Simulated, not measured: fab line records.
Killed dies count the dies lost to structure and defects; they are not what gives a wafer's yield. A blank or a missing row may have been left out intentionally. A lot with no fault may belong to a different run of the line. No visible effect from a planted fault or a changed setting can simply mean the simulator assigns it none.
fab line records	flow nand_harc
record: lots: 6	wafers: 18	last_day: 23
route steps=1159 shown P_M2@332 END@1159
lots that met no fault: taken from a fault-free run of the same line
start_h: start of the lot's first displayed wafer, in hours after the record's first day	wait_h: how many hours have passed since the lot's step before this one	" repeats the value in the row above	L1.1+2: several wafers, shown together as one row	- no value, or no start given	* or withheld: withheld	< > ~ a bound
route shown NAME@n: NAME is a module with steps in the file, n the number in the route of the first one	usual: mean/standard deviation of fault-free wafers	same: alike in all rows	chamber/n: place in a boat	sites: per-site readings	_std_site: how widely they spread, as a standard deviation	_edge_site: the outer-site mean with the inner-site mean subtracted	radius_mm: for every site, how far away it sits from the centre of the wafer	mask NAME#n: copy n	behind: the most recent tool/chamber to have shaped the wafer	hold: why the lot was held/for how many hours/how that ended	device: names the non-switching transistor (n, p or np)	end of line: the route-end tests of the same wafers	a step given without rows: its recipe and nothing more	killed: dies lost to structure and defects at the first sort, not the wafer's yield	map: a wafer's dies, x killed, . not, _ none there
set.NAME: the setting as run; set.NAME@STEP: as run at that earlier step	model.NAME: the simulator's own value behind a step, which no gauge read
lots at some steps of the route; a table a step, a row a wafer
services: when a tool's chamber went out of use (start_h, in hours from the record's first day, below 0 if earlier), for how many hours, and the reason
== steps ==
step: NHARC_P_M2_ETCH_35
recipe: target_depth_a: 400	overetch_a: 120	time_s: 43.94	ion_energy_ev: 200	n2_flow_sccm: 150	h2_flow_sccm: 150	ar_flow_sccm: 0	rf_w: 400	bias_w: 150	chemistry: N2/H2
step: NHARC_P_M2_ETCH_15
recipe: target_depth_a: 1825	time_s: 91.2	c4f8_flow_sccm: withheld	ar_flow_sccm: 400	rf_w: 600	bias_w: 300	chemistry: C4F8/Ar
usual: oes_product_au: 0.951/0.022	rf_vpp_V: 441.4/2.6
same: time_s: 91.2
lot.wafer	tool	chamber	start_h	wait_h	oes_product_au	rf_hours_counter_h	rf_vpp_V
L589.4	rie_diel-02	2	-	-	0.932	30	438.6
L589.2	"	3	"	"	0.922	32	438.9
L589.6	"	3	"	"	0.932	-	438.8
L593.3	rie_diel-02	1	-	-	0.940	3	445.4
L593.2	"	2	"	"	0.927	3	438.4
L593.4	"	3	"	"	0.922	3	438.4
L596.4	rie_diel-07	1	-	-	0.929	5	437.6
L596.3	"	0	"	"	0.924	5	443.0
L596.5	"	2	"	"	0.917	-	443.1
L599.4	rie_diel-01	1	-	-	0.973	26	444.1
L599.2	"	2	"	"	0.974	26	436.3
L599.5	"	0	"	"	0.973	-	437.5
L602.4	rie_diel-01	0	-	-	0.927	35	436.1
L602.1	"	2	"	"	0.916	35	436.4
L602.2	"	3	"	"	0.927	34	445.4
L604.4	rie_diel-07	3	-	-	0.970	0	443.1
L604.5	"	0	"	"	0.961	-	442.0
L604.6	"	1	"	"	0.966	-	437.8
step: NHARC_P_M2_CD_MEAS_16
usual: cd_nm: 170.1/0.63
lot.wafer	tool	chamber	start_h	wait_h	cd_nm
L589.2	cd_sem-03	-	147.53	-	169.0
L589.4	"	-	"	"	169.2
L589.6	"	-	"	"	169.3
L593.2	cd_sem-03	-	187.25	-	169.6
L593.3	"	-	"	"	170.3
L593.4	"	-	"	"	170.5
L596.3	cd_sem-01	-	207.80	-	171.0
L596.4	"	-	"	"	169.7
L596.5	"	-	"	"	170.0
L599.2	cd_sem-01	-	216.10	-	169.7
L599.4	"	-	"	"	170.4
L599.5	"	-	"	"	170.1
L602.1	cd_sem-03	-	243.15	-	169.9
L602.2	"	-	"	"	170.2
L602.4	"	-	"	"	170.2
L604.4	cd_sem-02	-	243.60	-	169.4
L604.5	"	-	"	"	169.6
L604.6	"	-	"	"	169.3
step: NHARC_P_M2_STRIP_18
recipe: power_w: 1000	n2_flow_sccm: 150	h2_flow_sccm: 150	ar_flow_sccm: 0	bias_w: 0	chemistry: N2/H2
usual: drypump_motor_current_A: 5.8/0.46	oes_product_au: 1.001/0.0076	rf_vpp_V: 90.8/1.1	showerhead_plenum_p_Torr: 2.06/0.093	throttle_valve_pct: 14.171/0.0094
lot.wafer	tool	chamber	start_h	wait_h	drypump_motor_current_A	oes_product_au	rf_hours_counter_h	rf_vpp_V	showerhead_plenum_p_Torr	throttle_valve_pct
L589.4	rie_diel-07	0	147.61	0.1	6.0	0.998	3	91.4	2.10	14.186
L589.2	"	3	"	"	6.3	0.997	3	93.2	2.14	14.155
L589.6	"	1	"	"	4.9	0.998	-	90.5	1.95	14.164
L593.4	rie_diel-07	3	187.33	0.1	6.3	0.993	4	91.3	2.14	14.184
L593.3	"	1	"	"	4.9	1.008	4	88.4	1.95	14.152
L593.2	"	2	"	"	5.4	1.003	3	91.3	2.14	14.170
L596.3	rie_diel-07	3	207.87	0.1	6.3	1.003	5	91.3	2.14	14.167
L596.4	"	0	"	"	6.0	1.002	5	91.0	2.10	14.172
L596.5	"	3	"	"	6.3	0.996	-	91.3	2.14	14.168
L599.4	rie_diel-01	3	216.20	0.1	5.6	0.995	23	92.3	2.21	14.173
L599.2	"	1	"	"	6.1	0.991	27	92.1	2.14	14.183
L599.5	"	3	"	"	5.6	0.994	-	91.6	2.21	14.170
L602.4	rie_diel-01	0	243.23	0.1	5.7	1.009	35	89.9	1.91	14.178
L602.1	"	1	"	"	6.1	1.003	36	91.3	2.13	14.177
L602.2	"	3	"	"	5.6	1.009	34	90.7	2.21	14.160
L604.4	rie_diel-07	1	243.69	0.1	4.9	0.995	1	89.6	1.95	14.168
L604.6	"	0	"	"	6.0	1.001	-	91.1	2.10	14.160
L604.5	"	1	"	"	4.9	0.998	-	90.4	1.95	14.173
step: NHARC_P_M2_ETCH_28
recipe: target_depth_a: 300	over_etch_frac: 0.3	time_s: 72.99	ion_energy_ev: 150	cf4_flow_sccm: 50	n2_flow_sccm: 100	ar_flow_sccm: 150	rf_w: 300	bias_w: 100	chemistry: CF4/N2
usual: drypump_motor_current_A: 5.8/0.46	oes_product_au: 1.001/0.0071	rf_vpp_V: 314.6/2	showerhead_plenum_p_Torr: 2.65/0.11	throttle_valve_pct: 19.794/0.0086
same: time_s: 72.99
lot.wafer	tool	chamber	start_h	wait_h	drypump_motor_current_A	oes_product_au	rf_hours_counter_h	rf_vpp_V	showerhead_plenum_p_Torr	throttle_valve_pct
L589.2	rie_diel-07	0	-	-	6.0	1.002	3	315.1	2.69	19.788
L589.4	"	2	"	"	5.4	1.005	2	317.0	2.75	19.790
L589.6	"	0	"	"	6.0	1.004	-	315.5	2.69	19.801
L593.2	rie_diel-07	0	-	-	6.0	0.992	4	313.9	2.69	19.798
L593.3	"	1	"	"	4.9	0.997	4	311.7	2.52	19.788
L593.4	"	3	"	"	6.4	0.996	4	315.2	2.74	19.789
L596.3	rie_diel-07	3	-	-	6.3	0.996	5	316.4	2.74	19.803
L596.4	"	0	"	"	5.9	0.999	5	314.8	2.69	19.789
L596.5	"	3	"	"	6.3	0.997	-	316.2	2.74	19.794
L599.2	rie_diel-01	1	-	-	6.1	0.990	27	316.8	2.74	19.795
L599.4	"	2	"	"	5.7	0.997	26	313.2	2.49	19.788
L599.5	"	1	"	"	6.1	0.989	-	316.3	2.74	19.807
L602.2	rie_diel-01	2	-	-	5.7	0.993	35	311.9	2.48	19.804
L602.1	"	3	"	"	5.6	1.003	34	319.0	2.82	19.803
L602.4	"	0	"	"	5.7	1.019	35	311.7	2.47	19.800
L604.4	rie_diel-07	0	-	-	6.0	1.008	1	314.3	2.69	19.799
L604.5	"	0	"	"	5.9	1.006	-	315.2	2.69	19.796
L604.6	"	1	"	"	4.9	0.997	-	311.9	2.52	19.793
step: NHARC_P_M2_STRIP_19
recipe: time_s: 600	temp_c: 30	chemistry: post_etch_residue_remover
step: NHARC_P_M2_DEGAS_29
recipe: temp_c: 250	time_s: 60
step: NHARC_P_M2_PRE_CLEAN_30
recipe: time_s: 30	temp_c: 280	gas: H2/He
step: NHARC_P_M2_PVD_20
recipe: target_thk_a: 50	bias_v: 168.6	power_w: 15000	chamber_pressure_pa: 0.12	time_s: 8.06	substrate_temp_c: 50	material: TaN
step: NHARC_P_M2_PVD_21
recipe: target_thk_a: 300	chamber_pressure_pa: 5	power_w: 5000	substrate_temp_c: 30	time_s: 20.49	material: Cu
usual: throttle_valve_pct: 29.8/1.2
same: time_s: 20.49
lot.wafer	tool	chamber	start_h	wait_h	throttle_valve_pct
L589.4	pvd_sputter-01	-	-	-	30.2
L589.2	"	-	"	"	29.9
L589.6	"	-	"	"	31.8
L593.4	pvd_sputter-02	-	-	-	29.3
L593.2	"	-	"	"	29.0
L593.3	"	-	"	"	30.1
L596.3	pvd_sputter-01	-	-	-	32.6
L596.4	"	-	"	"	32.3
L596.5	"	-	"	"	29.4
L599.2	pvd_sputter-01	-	-	-	32.6
L599.4	"	-	"	"	29.8
L599.5	"	-	"	"	29.5
L602.1	pvd_sputter-02	-	-	-	29.9
L602.4	"	-	"	"	28.8
L602.2	"	-	"	"	29.3
L604.4	pvd_sputter-03	-	-	-	28.1
L604.6	"	-	"	"	30.0
L604.5	"	-	"	"	28.6
step: NHARC_P_M2_ECD_22
recipe: target_thk_a: 4000	bath_temp_c: 25	material: Cu
step: NHARC_P_M2_ANNEAL_31
recipe: temp_c: 225	time_s: 90
usual: anneal_temp_c: 224.97/0.16	wafer_temp_C_max: 225.98/0.24
same: time_s: 90
lot.wafer	tool	chamber	start_h	wait_h	anneal_temp_c	wafer_temp_C_max
L589.2	rtp_anneal-02	0	149.13	0.4	225.01	226.07
L589.4	"	0	"	"	224.99	226.02
L589.6	"	0	"	"	224.66	225.93
L593.2	rtp_anneal-01	0	188.75	-	224.88	225.93
L593.3	"	0	"	"	225.09	225.64
L593.4	"	0	"	"	224.73	225.74
L596.3	rtp_anneal-02	0	209.38	0.4	224.88	225.55
L596.4	"	0	"	"	225.03	226.17
L596.5	"	0	"	"	225.06	225.79
L599.2	rtp_anneal-01	0	217.75	0.5	225.03	226.24
L599.4	"	0	"	"	224.98	225.95
L599.5	"	0	"	"	224.72	226.29
L602.1	rtp_anneal-02	0	244.61	-	224.53	225.95
L602.2	"	0	"	"	225.02	225.93
L602.4	"	0	"	"	224.77	225.80
L604.4	rtp_anneal-01	0	245.21	0.4	225.08	226.38
L604.5	"	0	"	"	224.75	225.89
L604.6	"	0	"	"	224.86	226.42
step: NHARC_P_M2_CMP_23
recipe: t_overpolish_s: 20	target_thk_nm: 144.3
usual: motor_current_A: 12.6/1.2	time_to_endpoint_s: 28.3/2.5
lot.wafer	tool	chamber	start_h	wait_h	motor_current_A	time_to_endpoint_s
L589.4	cmp-02	1	149.48	-	12.2	28.0
L589.2	"	2	"	"	13.1	24.8
L589.6	"	3	"	"	12.8	29.5
L593.2	cmp-01	2	189.08	-	11.7	28.9
L593.4	"	3	"	"	12.9	25.7
L593.3	"	0	"	"	11.1	29.5
L596.3	cmp-01	2	209.63	-	12.0	16.6
L596.4	"	3	"	"	13.7	27.2
L596.5	"	3	"	"	13.3	29.4
L599.2	cmp-02	3	218.05	-	13.3	30.3
L599.4	"	0	"	"	12.8	29.6
L599.5	"	0	"	"	12.1	31.3
L602.1	cmp-01	1	244.98	-	12.4	23.6
L602.4	"	2	"	"	10.9	14.2
L602.2	"	3	"	"	13.9	29.2
L604.4	cmp-04	1	245.45	-	12.9	25.6
L604.5	"	0	"	"	10.6	25.5
L604.6	"	1	"	"	12.1	25.8
step: NHARC_P_M2_THK_MEAS_24
recipe: thk_meas_gauge: xrf
usual: thk_nm: 144.0/1.3
lot.wafer	tool	chamber	start_h	wait_h	thk_nm
L589.2	film_metro-01	-	149.73	-	141.2
L589.4	"	-	"	"	143.0
L589.6	"	-	"	"	145.8
L593.2	film_metro-02	-	189.36	-	143.8
L593.3	"	-	"	"	142.8
L593.4	"	-	"	"	144.4
L596.3	film_metro-01	-	209.95	-	137.9
L596.4	"	-	"	"	143.8
L596.5	"	-	"	"	144.3
L599.2	film_metro-02	-	218.36	-	142.6
L599.4	"	-	"	"	143.5
L599.5	"	-	"	"	142.5
L602.1	film_metro-01	-	245.27	-	142.5
L602.2	"	-	"	"	144.1
L602.4	"	-	"	"	134.4
L604.4	film_metro-02	-	245.74	-	144.1
L604.5	"	-	"	"	144.2
L604.6	"	-	"	"	143.2
step: NHARC_P_M2_SRD_25
step: NHARC_END_SORT_01
recipe: temp_c: 25
usual: defect_limited_yield: 95.3/1.6	killed_at_array: 28/10	killed_at_other: 0.6/0.85	killed_at_periphery: 3.3/2.3	killed_dies: 32/11	killed_open: 3.3/1.5	killed_short: 2.1/1.4	sort_bin_2_pct: 1.5/0.63	sort_bin_3_pct: 0.25/0.21	sort_bin_4_pct: 3.0/1.1	sort_n_pass: 645/11	sort_rim_yield_pct: 97.6/1.6	sort_yield_pct: 95.3/1.6
same: gross_dies: 677	sort_bin_5_pct[%]: 0	sort_bin_6_pct[%]: 0	sort_bin_7_pct[%]: 0	sort_bin_8_pct[%]: 0	sort_rim_n_gross: 106.00
lot.wafer	tool	chamber	start_h	wait_h	defect_limited_yield[%]	killed_at_array	killed_at_other	killed_at_periphery	killed_dies	killed_open	killed_short	sort_bin_2_pct[%]	sort_bin_3_pct[%]	sort_bin_4_pct[%]	sort_n_pass	sort_rim_yield_pct[%]	sort_yield_pct[%]
L589.2	prober-01	0	476.76	2.8	96.0	23	1	3	27	2	3	0.7	0.30	3.0	650	99.1	96.0
L589.4	prober-01	0	478.35	3.4	95.6	28	0	2	30	4	3	1.6	0.15	2.7	647	97.2	95.6
L589.6	prober-01	0	479.94	4.0	95.3	30	0	2	32	3	5	0.7	0.74	3.2	645	100.0	95.3
L593.2	prober-02	0	498.19	2.8	95.3	27	0	5	32	3	4	1.6	0.44	2.7	645	98.1	95.3
L593.3	prober-02	0	499.01	3.1	95.6	27	1	2	30	3	4	1.2	0.44	2.8	647	99.1	95.6
L593.4	prober-02	0	499.83	3.4	94.8	32	0	3	35	4	3	2.1	0.15	3.0	642	96.2	94.8
L604.4	prober-01	0	538.40	3.4	94.5	32	1	4	37	5	0	1.9	0.59	3.0	640	99.1	94.5
L604.5	prober-01	0	539.19	3.7	93.9	38	1	2	41	4	2	1.5	0.15	4.4	636	96.2	93.9
L604.6	prober-01	0	539.99	4.0	94.5	35	0	2	37	7	1	1.5	0.15	3.8	640	98.1	94.5
L602.1	prober-01	0	553.19	2.5	91.4	53	0	5	58	6	6	3.5	0.30	4.7	619	95.3	91.4
L602.2	prober-01	0	554.00	2.8	93.8	39	1	2	42	4	3	1.3	0	4.9	635	95.3	93.8
L602.4	prober-01	0	555.62	3.4	93.2	44	0	2	46	3	3	3.0	0.44	3.4	631	97.2	93.2
killed by level:class
L589.2 A_SLIT:chamber_film_flake=11 A_CHANNEL_HOLE_D1:chamber_film_flake=5 A_CONTACT:chamber_film_flake=2 P_GATE:geometric_particle:short=1 A_SOURCE_PLATE:geometric_particle:short=1 A_SGD_CUT:geometric_particle:open=1 A_WL_FILL:geometric_particle:short=1 STARTING-WAFER:geometric_particle:open=1
L589.4 A_SLIT:chamber_film_flake=10 A_CHANNEL_HOLE_D1:chamber_film_flake=4 A_WL_FILL:geometric_particle:short=3 A_STAIRCASE:chamber_film_flake=3 A_CONTACT:chamber_film_flake=3 P_M0:chamber_film_flake=2 A_ONON_D1:geometric_particle:open=1 A_WL_FILL:geometric_particle:open=1
L589.6 A_SLIT:chamber_film_flake=17 A_WL_FILL:geometric_particle:short=2 A_CHANNEL_HOLE_D1:chamber_film_flake=2 A_CONTACT:chamber_film_flake=2 P_M1:geometric_particle:open=1 A_SOURCE_PLATE:geometric_particle:short=1 A_CHANNEL_FILL_D1:geometric_particle:open=1 A_CHANNEL_FILL_D1:geometric_particle:short=1
L593.2 A_CHANNEL_HOLE_D1:chamber_film_flake=11 P_GATE:chamber_film_flake=4 A_WL_FILL:chamber_film_flake=4 A_CONTACT:chamber_film_flake=3 A_M0:geometric_particle:open=2 A_STAIRCASE:chamber_film_flake=2 P_CONTACT:geometric_particle:short=1 A_CHANNEL_HOLE_D1:geometric_particle:short=1
L593.3 A_CHANNEL_HOLE_D1:chamber_film_flake=11 A_WL_FILL:chamber_film_flake=5 A_CONTACT:chamber_film_flake=3 A_STAIRCASE:chamber_film_flake=2 P_CONTACT:geometric_particle:open=1 P_BONDPAD:geometric_particle:open=1 A_ONON_D1:geometric_particle:short=1 A_SGD_CUT:geometric_particle:short=1
L593.4 A_CHANNEL_HOLE_D1:chamber_film_flake=16 A_STAIRCASE:chamber_film_flake=3 A_WL_FILL:chamber_film_flake=3 A_CHANNEL_FILL_D1:geometric_particle:open=2 P_GATE:chamber_film_flake=2 A_CONTACT:chamber_film_flake=2 P_GATE:geometric_particle:short=1 A_CHANNEL_HOLE_D1:geometric_particle:short=1
L604.4 A_CHANNEL_HOLE_D1:chamber_film_flake=21 A_CONTACT:chamber_film_flake=3 P_GATE:geometric_particle:open=2 A_CHANNEL_FILL_D1:chamber_film_flake=2 A_STAIRCASE:chamber_film_flake=2 P_M0:geometric_particle:open=1 A_CHANNEL_FILL_D1:geometric_particle:open=1 A_M0:geometric_particle:open=1
L604.5 A_CHANNEL_HOLE_D1:chamber_film_flake=25 A_CONTACT:chamber_film_flake=5 A_CHANNEL_FILL_D1:geometric_particle:open=2 A_CONTACT:geometric_particle:open=2 A_ONON_D1:geometric_particle:short=1 A_CHANNEL_HOLE_D1:geometric_particle:short=1 P_GATE:chamber_film_flake=1 P_M0:chamber_film_flake=1
L604.6 A_CHANNEL_HOLE_D1:chamber_film_flake=21 A_CONTACT:chamber_film_flake=4 A_CHANNEL_FILL_D1:geometric_particle:open=2 A_CONTACT:geometric_particle:open=2 A_STAIRCASE:chamber_film_flake=2 P_GATE:geometric_particle:open=1 P_M0:geometric_particle:open=1 A_WL_FILL:geometric_particle:short=1
L602.1 A_SLIT:chamber_film_flake=20 A_CHANNEL_HOLE_D1:chamber_film_flake=8 A_ZERO_WELL:chamber_film_flake=6 A_CONTACT:chamber_film_flake=6 A_CHANNEL_FILL_D1:geometric_particle:short=3 A_WL_FILL:geometric_particle:open=2 A_STAIRCASE:chamber_film_flake=2 A_BONDPAD:chamber_film_flake=2
L602.2 A_SLIT:chamber_film_flake=20 A_CHANNEL_HOLE_D1:chamber_film_flake=5 A_ZERO_WELL:chamber_film_flake=4 A_CONTACT:chamber_film_flake=3 A_CHANNEL_FILL_D1:geometric_particle:short=2 P_CONTACT:geometric_particle:open=1 A_ONON_D1:geometric_particle:open=1 A_WL_FILL:geometric_particle:short=1
L602.4 A_SLIT:chamber_film_flake=19 A_CONTACT:chamber_film_flake=8 A_ZERO_WELL:chamber_film_flake=4 A_WL_FILL:geometric_particle:short=3 A_CHANNEL_HOLE_D1:chamber_film_flake=3 A_WL_FILL:chamber_film_flake=3 P_CONTACT:geometric_particle:open=1 A_CONTACT:geometric_particle:open=1
== services ==
tool	chamber	start_h	hours	kind
rie_diel-07	2	123.84	3.5	repair
cmp-02	-	135.02	4.0	pm
rie_diel-01	-	137.80	9.0	pm
rie_diel-02	-	150.70	9.0	pm
cmp-01	-	154.72	0.6	repair
pvd_sputter-01	-	160.10	10.0	pm
pvd_sputter-03	-	165.34	0.6	repair
cmp-01	-	167.40	0.4	repair
pvd_sputter-01	-	174.45	4.0	repair
cmp-01	-	179.53	4.0	pm
cmp-01	-	183.65	0.4	repair
cmp-02	-	186.99	0.6	repair
rie_diel-07	-	193.83	0.3	repair
pvd_sputter-01	-	195.70	8.5	repair
cmp-04	-	204.92	4.0	pm
pvd_sputter-02	-	214.05	10.0	pm
cmp-04	-	214.14	1.1	repair
cmp-01	-	223.69	0.3	repair
rie_diel-07	3	227.31	9.4	repair
rie_diel-07	-	228.20	9.0	pm
cmp-02	-	233.02	4.0	pm
cmp-04	-	234.07	1.8	repair
cmp-01	-	234.29	1.7	repair
cmp-02	-	239.02	0.4	repair
== key ==
first_sign: step: NHARC_P_M2_CMP_23	reading: time_to_endpoint_s	direction: down	sigmas: 5.2	usual: *	struck: *
effect: step: NHARC_P_M2_THK_MEAS_24	reading: thk_nm	direction: down	sigmas: 6	usual: 144.0	struck: 136.2
met_at NHARC_P_M2_CMP_23
struck_wafers L596.3,L602.4
onset_between 189.08 209.63
fault: kind: process_parameter_drift	tool: cmp-01	chamber: 2	onset_h: 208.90	steps: NHARC_P_M2_CMP_23	channel: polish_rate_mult	offset: 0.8	shape: step	end_h: 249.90
